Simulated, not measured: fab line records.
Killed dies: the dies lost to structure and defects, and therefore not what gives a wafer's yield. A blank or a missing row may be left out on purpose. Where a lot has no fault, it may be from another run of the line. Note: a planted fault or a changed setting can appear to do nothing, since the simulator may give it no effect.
Which tool was responsible? || flow nand harc || 13 lots with 39 wafers sampled at 5 steps, on a route of 1302 steps

## WHAT EACH GAUGE READ, for each wafer
NHARC_A_BONDPAD_OVL_MEAS_35. Usual: overlay x nm -1 nm, standard deviation 6; overlay y nm -2 nm, standard deviation 3.7.
{"lot": "L773", "measured": "day 23 13:22", "on": "overlay-02", "overlay x nm (nm)": "-6 -5 -5", "overlay y nm (nm)": "0 0 0", "flag": ""}
{"lot": "L775", "measured": "day 23 16:22", "on": "overlay-01", "overlay x nm (nm)": "7 7 6", "overlay y nm (nm)": "2 2 2", "flag": ""}
{"lot": "L776", "measured": "day 25 04:44", "on": "overlay-02", "overlay x nm (nm)": "1 1 0", "overlay y nm (nm)": "-4 -4 -4", "flag": ""}
{"lot": "L777", "measured": "day 26 05:44", "on": "overlay-02", "overlay x nm (nm)": "-2 -2 -2", "overlay y nm (nm)": "4 4 4", "flag": ""}
{"lot": "L778", "measured": "day 26 08:14", "on": "overlay-02", "overlay x nm (nm)": "-6 -7 -6", "overlay y nm (nm)": "7 7 7", "flag": ""}
{"lot": "L781", "measured": "day 26 09:17", "on": "overlay-01", "overlay x nm (nm)": "2 2 2", "overlay y nm (nm)": "-6 -6 -6", "flag": ""}
{"lot": "L780", "measured": "day 26 11:10", "on": "overlay-01", "overlay x nm (nm)": "3 3 3", "overlay y nm (nm)": "-2 -3 -3", "flag": ""}
{"lot": "L783", "measured": "day 27 10:35", "on": "overlay-02", "overlay x nm (nm)": "3 4 4", "overlay y nm (nm)": "-6 -5 -5", "flag": ""}
{"lot": "L784", "measured": "day 28 08:03", "on": "overlay-01", "overlay x nm (nm)": "3 3 3", "overlay y nm (nm)": "-6 -6 -6", "flag": ""}
{"lot": "L785", "measured": "day 28 09:47", "on": "overlay-01", "overlay x nm (nm)": "-13 -13 -13", "overlay y nm (nm)": "-1 -2 -2", "flag": ""}
{"lot": "L786", "measured": "day 28 15:31", "on": "overlay-02", "overlay x nm (nm)": "0 0 0", "overlay y nm (nm)": "-4 -4 -4", "flag": ""}
{"lot": "L790", "measured": "day 30 16:50", "on": "overlay-02", "overlay x nm (nm)": "2 2 2", "overlay y nm (nm)": "-1 -1 -2", "flag": ""}
{"lot": "L791", "measured": "day 30 18:20", "on": "overlay-01", "overlay x nm (nm)": "-2 -2 -3", "overlay y nm (nm)": "-3 -3 -3", "flag": ""}

NHARC_END_SORT_01. Usual: for defect limited yield, 89.9 % with a standard deviation of 2.9; for killed at array, 64 with a standard deviation of 20; for killed at other, 0.7 with a standard deviation of 1.1; for killed at periphery, 3.6 with a standard deviation of 2.7; for killed dies, 68 with a standard deviation of 20; for killed open, 2.8 with a standard deviation of 1.9; for killed short, 2.3 with a standard deviation of 1.5.
{"lot": "L773", "measured": "day 24 19:37", "on": "prober-01", "defect limited yield (%)": "90.7 92.2 93.9", "killed at array": "59 50 40", "killed at other": "0 0 0", "killed at periphery": "4 3 1", "killed dies": "63 53 41", "killed open": "0 1 1", "killed short": "2 1 0", "flag": ""}
{"lot": "L778", "measured": "day 27 23:04", "on": "prober-01", "defect limited yield (%)": "90.8 90.7 90.0", "killed at array": "53 60 61", "killed at other": "3 2 3", "killed at periphery": "6 1 4", "killed dies": "62 63 68", "killed open": "3 7 4", "killed short": "3 4 2", "flag": ""}
{"lot": "L781", "measured": "day 27 13:40", "on": "prober-01", "defect limited yield (%)": "86.6 84.9 88.0", "killed at array": "87 95 78", "killed at other": "0 1 1", "killed at periphery": "4 6 2", "killed dies": "91 102 81", "killed open": "1 4 1", "killed short": "1 3 1", "flag": ""}

## TOOL THAT RAN EACH LOT (tool first, then ch and the chambers of the sampled wafers, then the start)
{"lot": "L773", "NHARC_A_M1_PVD_20": "pvd sputter-01, day 23 12:11 or earlier", "NHARC_A_BONDPAD_DEP_00": "pecvd-01 ch 0,1, day 23 12:11", "NHARC_HYBRID_BOND_ACTIVATE_00": "rie diel-13 ch 2,3, day 23 16:11"}
{"lot": "L775", "NHARC_A_M1_PVD_20": "pvd sputter-03, day 23 16:22 or earlier", "NHARC_A_BONDPAD_DEP_00": "pecvd-04 ch 0,1,2, day 23 16:22 or earlier", "NHARC_HYBRID_BOND_ACTIVATE_00": "rie diel-13 ch 0,2,3, day 23 19:11"}
{"lot": "L776", "NHARC_A_M1_PVD_20": "pvd sputter-01, day 25 04:44 or earlier", "NHARC_A_BONDPAD_DEP_00": "pecvd-04 ch 0,2, day 25 04:44 or earlier", "NHARC_HYBRID_BOND_ACTIVATE_00": "rie diel-13 ch 0,1,3, day 25 07:33"}
{"lot": "L777", "NHARC_A_M1_PVD_20": "pvd sputter-01, day 26 04:30 or earlier", "NHARC_A_BONDPAD_DEP_00": "pecvd-04 ch 0,1,2, day 26 04:30", "NHARC_HYBRID_BOND_ACTIVATE_00": "rie diel-13 ch 0,2,3, day 26 08:30"}
{"lot": "L778", "NHARC_A_M1_PVD_20": "pvd sputter-03, day 26 07:03 or earlier", "NHARC_A_BONDPAD_DEP_00": "pecvd-03 ch 0,1,2, day 26 07:03", "NHARC_HYBRID_BOND_ACTIVATE_00": "rie diel-13 ch 0,1, day 26 10:58"}
{"lot": "L781", "NHARC_A_M1_PVD_20": "pvd sputter-01, day 26 08:02 or earlier", "NHARC_A_BONDPAD_DEP_00": "pecvd-03 ch 1,2, day 26 08:02", "NHARC_HYBRID_BOND_ACTIVATE_00": "rie diel-13 ch 1,3, day 26 12:10"}
{"lot": "L780", "NHARC_A_M1_PVD_20": "pvd sputter-03, day 26 09:52 or earlier", "NHARC_A_BONDPAD_DEP_00": "pecvd-03 ch 0,1, day 26 09:52", "NHARC_HYBRID_BOND_ACTIVATE_00": "rie diel-13 ch 1,3, day 26 13:58"}
{"lot": "L783", "NHARC_A_M1_PVD_20": "pvd sputter-01, day 27 09:17 or earlier", "NHARC_A_BONDPAD_DEP_00": "pecvd-01 ch 0,1, day 27 09:17", "NHARC_HYBRID_BOND_ACTIVATE_00": "rie diel-13 ch 0,1,2, day 27 13:20"}
{"lot": "L784", "NHARC_A_M1_PVD_20": "pvd sputter-03, day 28 06:52 or earlier", "NHARC_A_BONDPAD_DEP_00": "pecvd-01 ch 0,2, day 28 06:52", "NHARC_HYBRID_BOND_ACTIVATE_00": "rie diel-09 ch 1,2, day 28 10:48"}
{"lot": "L785", "NHARC_A_M1_PVD_20": "pvd sputter-01, day 28 08:36 or earlier", "NHARC_A_BONDPAD_DEP_00": "pecvd-01 ch 0,1,2, day 28 08:36", "NHARC_HYBRID_BOND_ACTIVATE_00": "rie diel-13 ch 0,1,3, day 28 12:32"}
{"lot": "L786", "NHARC_A_M1_PVD_20": "pvd sputter-01, day 28 15:31 or earlier", "NHARC_A_BONDPAD_DEP_00": "pecvd-04 ch 0,1,2, day 28 15:31 or earlier", "NHARC_HYBRID_BOND_ACTIVATE_00": "rie diel-13 ch 0,2,3, day 28 18:17"}
{"lot": "L790", "NHARC_A_M1_PVD_20": "pvd sputter-03, day 30 15:40 or earlier", "NHARC_A_BONDPAD_DEP_00": "pecvd-01 ch 0,1,2, day 30 15:40", "NHARC_HYBRID_BOND_ACTIVATE_00": "rie diel-13 ch 0,1,3, day 30 19:37"}
{"lot": "L791", "NHARC_A_M1_PVD_20": "pvd sputter-02, day 30 17:18 or earlier", "NHARC_A_BONDPAD_DEP_00": "pecvd-03 ch 0,1,2, day 30 17:18", "NHARC_HYBRID_BOND_ACTIVATE_00": "rie diel-13 ch 1,2,3, day 30 21:07"}
- NHARC_A_M1_PVD_20: deposits TaN, target thk 5 nm, time 8.06 s.
- NHARC_A_BONDPAD_DEP_00: deposits SiCN, target thk 250 nm.
- NHARC_HYBRID_BOND_ACTIVATE_00: chemistry N2, time 60 s.

## AS READ BY THE TOOLS THEMSELVES (means over the sampled wafers that have a number; for cases with no such wafer, the mark the record gives instead)
NHARC_A_M1_PVD_20. Usual: throttle valve pct reads 30.3 % (standard deviation 1.2).
{"lot": "L773", "tool": "pvd sputter-01", "throttle valve pct (%)": 30.0, "flag": ""}
{"lot": "L775", "tool": "pvd sputter-03", "throttle valve pct (%)": 29.9, "flag": ""}
{"lot": "L776", "tool": "pvd sputter-01", "throttle valve pct (%)": 30.4, "flag": ""}
{"lot": "L777", "tool": "pvd sputter-01", "throttle valve pct (%)": 28.7, "flag": ""}
{"lot": "L778", "tool": "pvd sputter-03", "throttle valve pct (%)": 29.5, "flag": ""}
{"lot": "L781", "tool": "pvd sputter-01", "throttle valve pct (%)": 30.0, "flag": ""}
{"lot": "L780", "tool": "pvd sputter-03", "throttle valve pct (%)": 29.6, "flag": ""}
{"lot": "L783", "tool": "pvd sputter-01", "throttle valve pct (%)": 30.6, "flag": ""}
{"lot": "L784", "tool": "pvd sputter-03", "throttle valve pct (%)": 29.2, "flag": ""}
{"lot": "L785", "tool": "pvd sputter-01", "throttle valve pct (%)": 30.1, "flag": ""}
{"lot": "L786", "tool": "pvd sputter-01", "throttle valve pct (%)": 29.4, "flag": ""}
{"lot": "L790", "tool": "pvd sputter-03", "throttle valve pct (%)": 29.4, "flag": ""}
{"lot": "L791", "tool": "pvd sputter-02", "throttle valve pct (%)": 30.2, "flag": ""}

NHARC_A_BONDPAD_DEP_00. Usual: heater power w 570 W, standard deviation 91; susceptor temp C 370.00 C, standard deviation 0.19.
{"lot": "L773", "tool": "pecvd-01", "heater power w (W)": 614, "susceptor temp C (C)": 370.07, "flag": ""}
{"lot": "L775", "tool": "pecvd-04", "heater power w (W)": 526, "susceptor temp C (C)": 369.97, "flag": ""}
{"lot": "L776", "tool": "pecvd-04", "heater power w (W)": 613, "susceptor temp C (C)": 370.06, "flag": ""}
{"lot": "L777", "tool": "pecvd-04", "heater power w (W)": 528, "susceptor temp C (C)": 370.15, "flag": ""}
{"lot": "L778", "tool": "pecvd-03", "heater power w (W)": 603, "susceptor temp C (C)": 369.76, "flag": ""}
{"lot": "L781", "tool": "pecvd-03", "heater power w (W)": 512, "susceptor temp C (C)": 370.12, "flag": ""}
{"lot": "L780", "tool": "pecvd-03", "heater power w (W)": 572, "susceptor temp C (C)": 370.09, "flag": ""}
{"lot": "L783", "tool": "pecvd-01", "heater power w (W)": 581, "susceptor temp C (C)": 370.13, "flag": ""}
{"lot": "L784", "tool": "pecvd-01", "heater power w (W)": 502, "susceptor temp C (C)": 370.09, "flag": ""}
{"lot": "L785", "tool": "pecvd-01", "heater power w (W)": 580, "susceptor temp C (C)": 370.04, "flag": ""}
{"lot": "L786", "tool": "pecvd-04", "heater power w (W)": 530, "susceptor temp C (C)": 369.99, "flag": ""}
{"lot": "L790", "tool": "pecvd-01", "heater power w (W)": 588, "susceptor temp C (C)": 369.88, "flag": ""}
{"lot": "L791", "tool": "pecvd-03", "heater power w (W)": 555, "susceptor temp C (C)": 369.87, "flag": ""}

NHARC_HYBRID_BOND_ACTIVATE_00. Usual: drypump motor current A 5.6 A, standard deviation 0.49; oes product au 0.999 a.u., standard deviation 0.0094; rf vpp V 64.1 V, standard deviation 0.95; run length s 81.5 s, standard deviation 0.41; showerhead plenum p Torr 1.76 Torr, standard deviation 0.062.
{"lot": "L773", "tool": "rie diel-13", "drypump motor current A (A)": 5.3, "oes product au (a.u.)": 0.991, "rf vpp V (V)": 63.9, "run length s (s)": 81.5, "showerhead plenum p Torr (Torr)": 1.72, "flag": ""}
{"lot": "L775", "tool": "rie diel-13", "drypump motor current A (A)": 5.3, "oes product au (a.u.)": 0.998, "rf vpp V (V)": 65.3, "run length s (s)": 81.3, "showerhead plenum p Torr (Torr)": 1.76, "flag": ""}
{"lot": "L776", "tool": "rie diel-13", "drypump motor current A (A)": 5.7, "oes product au (a.u.)": 0.997, "rf vpp V (V)": 64.2, "run length s (s)": 81.5, "showerhead plenum p Torr (Torr)": 1.76, "flag": ""}
{"lot": "L777", "tool": "rie diel-13", "drypump motor current A (A)": 5.3, "oes product au (a.u.)": 0.992, "rf vpp V (V)": 63.2, "run length s (s)": 81.3, "showerhead plenum p Torr (Torr)": 1.75, "flag": ""}
{"lot": "L778", "tool": "rie diel-13", "drypump motor current A (A)": 5.8, "oes product au (a.u.)": 1.006, "rf vpp V (V)": 63.6, "run length s (s)": 81.8, "showerhead plenum p Torr (Torr)": 1.77, "flag": ""}
{"lot": "L781", "tool": "rie diel-13", "drypump motor current A (A)": 5.5, "oes product au (a.u.)": 1.003, "rf vpp V (V)": 63.7, "run length s (s)": 81.2, "showerhead plenum p Torr (Torr)": 1.73, "flag": ""}
{"lot": "L780", "tool": "rie diel-13", "drypump motor current A (A)": 5.5, "oes product au (a.u.)": 1.000, "rf vpp V (V)": 63.9, "run length s (s)": 81.2, "showerhead plenum p Torr (Torr)": 1.73, "flag": ""}
{"lot": "L783", "tool": "rie diel-13", "drypump motor current A (A)": 5.8, "oes product au (a.u.)": 0.993, "rf vpp V (V)": 63.9, "run length s (s)": 81.5, "showerhead plenum p Torr (Torr)": 1.74, "flag": ""}
{"lot": "L784", "tool": "rie diel-09", "drypump motor current A (A)": 5.4, "oes product au (a.u.)": 1.001, "rf vpp V (V)": 64.6, "run length s (s)": 81.0, "showerhead plenum p Torr (Torr)": 1.86, "flag": ""}
{"lot": "L785", "tool": "rie diel-13", "drypump motor current A (A)": 5.7, "oes product au (a.u.)": 1.002, "rf vpp V (V)": 64.0, "run length s (s)": 81.6, "showerhead plenum p Torr (Torr)": 1.75, "flag": ""}
{"lot": "L786", "tool": "rie diel-13", "drypump motor current A (A)": 5.3, "oes product au (a.u.)": 0.992, "rf vpp V (V)": 64.3, "run length s (s)": 81.5, "showerhead plenum p Torr (Torr)": 1.75, "flag": ""}
{"lot": "L790", "tool": "rie diel-13", "drypump motor current A (A)": 5.7, "oes product au (a.u.)": 1.006, "rf vpp V (V)": 64.0, "run length s (s)": 77.3, "showerhead plenum p Torr (Torr)": 1.75, "flag": "OFF"}
{"lot": "L791", "tool": "rie diel-13", "drypump motor current A (A)": 5.6, "oes product au (a.u.)": 1.000, "rf vpp V (V)": 64.4, "run length s (s)": 77.3, "showerhead plenum p Torr (Torr)": 1.72, "flag": "OFF"}

## THE ANSWER, worked out from the rows above alone
Rule: a lot counts as off when the mean over its wafers that have a number is more than 3 standard deviations away from the usual mean. Also off: a lot with no number at a reading for which 4 or more lots have one. All remaining lots with rows at the step are treated as sound. The gauges are gone through in route order, then the tools' own readings, and for those a lot's mean is taken as printed above. At the first step where some lot is off, the reading lying furthest off is the one used; lots without a number count as furthest.
Off at NHARC_HYBRID_BOND_ACTIVATE_00 (run length s): L790, L791.
If a tool, at that step or one of the process steps before it, ran each lot that is off and ran no sound lot following the first of them, it fits. NHARC_A_M1_PVD_20 gives no start for some lots, so the hours and the order of its lots are those of NHARC_A_BONDPAD_OVL_MEAS_35. NHARC_A_BONDPAD_DEP_00 gives no start for some lots, so the hours and the order of its lots are those of NHARC_A_BONDPAD_OVL_MEAS_35. One fits: NHARC_HYBRID_BOND_ACTIVATE_00 on rie diel-13. A fault onset in the window from L786 (day 28 18:17, its last sound lot) to L790 (day 30 19:37, its first lot off) fits.
On the lots that are off, the tool's own readings at NHARC_HYBRID_BOND_ACTIVATE_00 differ by more than 5 times the standard deviation of the sound lots' means, which bears it out; run length s reads 77.3 s there versus 81.4 s on the sound lots.

## WHAT WAS PUT IN BY THE SIMULATOR
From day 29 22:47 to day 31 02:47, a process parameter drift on rie diel-13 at NHARC_HYBRID_BOND_ACTIVATE_00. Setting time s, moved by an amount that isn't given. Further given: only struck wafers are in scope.
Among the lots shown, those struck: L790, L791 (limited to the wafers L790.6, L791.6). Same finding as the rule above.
